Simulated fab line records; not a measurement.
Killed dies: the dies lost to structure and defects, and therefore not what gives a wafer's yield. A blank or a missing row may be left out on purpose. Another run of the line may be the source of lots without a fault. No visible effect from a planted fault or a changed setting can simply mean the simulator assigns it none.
What tool caused it? | flow n5_finfet | 24 lots with 72 wafers sampled at 3 steps, on a route of 1938 steps

## WHAT THE GAUGES READ, wafer by wafer
N5_BEOL_M0_INSPECT_127: inspects for defects (darkfield).
lot  | measured     | on                | raw_defect_count
L074 | day 5 22:59  | defect_inspect-02 | 43 30 28
L076 | day 6 08:19  | defect_inspect-01 | 43 45 58
L075 | day 6 08:33  | defect_inspect-01 | 77 103 61
L077 | day 6 18:32  | defect_inspect-02 | 41 76 53
L078 | day 7 00:07  | defect_inspect-02 | 60 78 55
L079 | day 7 04:39  | defect_inspect-02 | 55 48 61
L080 | day 7 12:53  | defect_inspect-01 | 59 49 89
L081 | day 7 19:55  | defect_inspect-02 | 145 79 55
L082 | day 7 22:18  | defect_inspect-01 | 74 102 95
L083 | day 8 08:26  | defect_inspect-01 | 63 34 59
L084 | day 8 15:02  | defect_inspect-01 | 65 53 45
L085 | day 8 18:43  | defect_inspect-02 | 49 64 44
L087 | day 10 03:50 | defect_inspect-01 | 54 127 74
L086 | day 10 10:46 | defect_inspect-02 | 62 58 59
L089 | day 10 12:44 | defect_inspect-01 | 51 42 46
L088 | day 10 16:07 | defect_inspect-02 | 106 80 114
L090 | day 10 16:34 | defect_inspect-02 | 79 94 104
L093 | day 11 13:10 | defect_inspect-01 | 58 55 87
L091 | day 11 17:28 | defect_inspect-02 | 52 81 55
L094 | day 11 18:04 | defect_inspect-02 | 78 96 94
L095 | day 11 18:31 | defect_inspect-02 | 64 92 128
L092 | day 11 19:07 | defect_inspect-02 | 57 47 43
L096 | day 11 19:13 | defect_inspect-01 | 64 61 76
L097 | day 12 07:34 | defect_inspect-01 | 74 124 104

N5_BEOL_M1_OVL_MEAS_29.
lot  | measured     | on         | V0_OVL (nm)
L074 | day 6 02:14  | overlay-01 | 0.3 -0.1 0.0
L076 | day 6 10:41  | overlay-02 | 1.0 1.3 1.0
L075 | day 6 11:01  | overlay-01 | -0.2 0.3 -0.8
L077 | day 6 20:40  | overlay-01 | 0.3 0.6 -1.2
L078 | day 7 01:55  | overlay-02 | -0.1 -0.1 0.2
L079 | day 7 09:10  | overlay-02 | -0.2 0.1 0.4
L080 | day 7 14:49  | overlay-01 | -1.3 -0.4 -0.5
L081 | day 7 23:13  | overlay-02 | 0.4 0.6 1.0
L082 | day 8 00:23  | overlay-01 | 0.6 0.0 0.7
L083 | day 8 10:04  | overlay-02 | -0.7 -1.0 -1.5
L084 | day 8 17:31  | overlay-02 | 0.1 -0.5 -0.1
L085 | day 8 22:36  | overlay-01 | 0.6 0.5 -0.1
L087 | day 10 05:28 | overlay-01 | 0.5 -0.3 0.1
L086 | day 10 13:32 | overlay-02 | -0.8 -1.5 -1.0
L089 | day 10 15:13 | overlay-01 | -0.6 -0.6 -0.6
L088 | day 10 18:19 | overlay-02 | -0.2 -0.2 -0.6
L090 | day 10 18:43 | overlay-02 | 0.3 0.6 0.4
L093 | day 11 14:47 | overlay-01 | 0.7 0.5 0.9
L091 | day 11 19:35 | overlay-01 | 0.2 0.2 0.4
L094 | day 11 20:32 | overlay-01 | -0.3 -0.1 0.8
L095 | day 11 20:55 | overlay-01 | 0.6 0.5 0.1
L092 | day 11 21:22 | overlay-01 | -0.4 -0.3 1.0
L096 | day 11 21:25 | overlay-02 | 0.6 -0.4 -0.3
L097 | day 12 09:51 | overlay-02 | -0.6 -0.4 -0.3

## TOOL THAT RAN EACH LOT (tool first, then ch and the chambers of the sampled wafers, then the start)
lot  | N5_BEOL_M1_ETCH_64
L074 | rie_diel-03 ch 1,3, day 6 01:29
L076 | rie_diel-03 ch 0,1, day 6 09:49
L075 | rie_diel-01 ch 1,2,3, day 6 10:10
L077 | rie_diel-02 ch 0,1, day 6 19:50
L078 | rie_diel-02 ch 0,1, day 7 01:13
L079 | rie_diel-03 ch 0,1,3, day 7 08:26
L080 | rie_diel-02 ch 0,1, day 7 14:06
L081 | rie_diel-03 ch 0,2, day 7 22:31
L082 | rie_diel-03 ch 0,1,3, day 7 23:41
L083 | rie_diel-03 ch 0,1, day 8 09:21
L084 | rie_diel-02 ch 1,2,3, day 8 16:40
L085 | rie_diel-01 ch 0,2, day 8 21:53
L087 | rie_diel-01 ch 0,1,2, day 10 04:45
L086 | rie_diel-01 ch 0,2,3, day 10 12:34
L089 | rie_diel-03 ch 0,1,3, day 10 14:19
L088 | rie_diel-01 ch 0,1,3, day 10 17:23
L090 | rie_diel-03 ch 1,2,3, day 10 17:59
L093 | rie_diel-03 ch 0,1,3, day 11 14:02
L091 | rie_diel-02 ch 0,2, day 11 18:52
L094 | rie_diel-02 ch 0,2, day 11 19:37
L095 | rie_diel-01 ch 0,1,3, day 11 20:06
L092 | rie_diel-01 ch 0,1, day 11 20:19
L096 | rie_diel-02 ch 0,3, day 11 20:40
L097 | rie_diel-02 ch 0,1,2, day 12 09:08
- N5_BEOL_M1_ETCH_64: etches SOC in N2/H2, target depth 75 nm, overetch 15 nm, time 112.5 s.

## AS READ BY THE TOOLS THEMSELVES (means over the sampled wafers that have a number; for cases with no such wafer, the mark the record gives instead)
N5_BEOL_M1_ETCH_64.
lot  | tool        | drypump_motor_current_A (A) | n2_flow_sccm (sccm) | oes_product_au (a.u.) | rf_vpp_V (V) | showerhead_plenum_p_Torr (Torr) | throttle_valve_pct (%)
L074 | rie_diel-03 | 6.2                         | 200.1               | 0.65                  | 525.9        | 2.63                            | 18.0
L076 | rie_diel-03 | 5.3                         | 200.9               | 0.62                  | 525.5        | 2.58                            | 17.7
L075 | rie_diel-01 | 5.6                         | 200.6               | 0.66                  | 525.3        | 2.61                            | 17.5
L077 | rie_diel-02 | 5.3                         | 200.3               | 0.63                  | 521.5        | 2.44                            | 17.9
L078 | rie_diel-02 | 5.5                         | 200.0               | 0.69                  | 521.3        | 2.47                            | 17.7
L079 | rie_diel-03 | 5.9                         | 199.5               | 0.65                  | 525.0        | 2.60                            | 17.7
L080 | rie_diel-02 | 5.3                         | 199.9               | 0.62                  | 521.3        | 2.44                            | 17.9
L081 | rie_diel-03 | 5.2                         | 200.3               | 0.62                  | 524.3        | 2.54                            | 17.6
L082 | rie_diel-03 | 5.8                         | 200.4               | 0.64                  | 525.5        | 2.59                            | 17.7
L083 | rie_diel-03 | 5.3                         | 200.0               | 0.61                  | 524.9        | 2.57                            | 17.8
L084 | rie_diel-02 | 5.9                         | 199.9               | 0.62                  | 521.3        | 2.44                            | 18.0
L085 | rie_diel-01 | 6.2                         | 199.4               | 0.65                  | 524.6        | 2.58                            | 17.6
L087 | rie_diel-01 | 5.9                         | 199.8               | 0.66                  | 525.1        | 2.62                            | 17.6
L086 | rie_diel-01 | 5.9                         | 199.4               | 0.68                  | 523.2        | 2.55                            | 17.5
L089 | rie_diel-03 | 5.8                         | 199.7               | 0.62                  | 525.6        | 2.58                            | 17.8
L088 | rie_diel-01 | 5.9                         | 199.6               | 0.69                  | 524.8        | 2.57                            | 17.4
L090 | rie_diel-03 | 6.1                         | 200.1               | 0.62                  | 525.1        | 2.59                            | 17.8
L093 | rie_diel-03 | 5.9                         | 199.9               | 0.62                  | 525.0        | 2.58                            | 17.8
L091 | rie_diel-02 | 6.2                         | 200.7               | 0.71                  | 522.6        | 2.49                            | 17.7
L094 | rie_diel-02 | 6.1                         | 200.1               | 0.71                  | 522.6        | 2.49                            | 17.7
L095 | rie_diel-01 | 5.9                         | 200.3               | 0.67                  | 524.1        | 2.57                            | 17.4
L092 | rie_diel-01 | 6.0                         | 199.7               | 0.66                  | 526.4        | 2.64                            | 17.5
L096 | rie_diel-02 | 6.0                         | 199.5               | 0.59                  | 521.1        | 2.43                            | 17.9
L097 | rie_diel-02 | 5.7                         | 199.7               | 0.65                  | 521.1        | 2.45                            | 17.9

## THE ANSWER, worked out from the rows above alone
Rule: usual is defined by the lots themselves. Put in order of their means at a reading, lots are off if they are a third of the lots or fewer, leave a main group of 4 or more, and stand apart from it by a gap of 3 or more times the standard deviation of the main group's means; of several such gaps the widest counts. The tables above print the reading to a certain number of digits; a main group whose means all agree to those digits is not used. A lot without any number at a reading at which 4 lots or more have one is off too. The other lots that the step has rows for count as sound. First the gauges in route order, then the tools' own readings, where a lot's mean is used as printed above. At the first step where some lot is off, the reading lying furthest off is the one used; lots without a number count as furthest.
Nothing can be told from this: no lot is off at any reading shown.

## WHAT THE SIMULATOR HAD PUT IN
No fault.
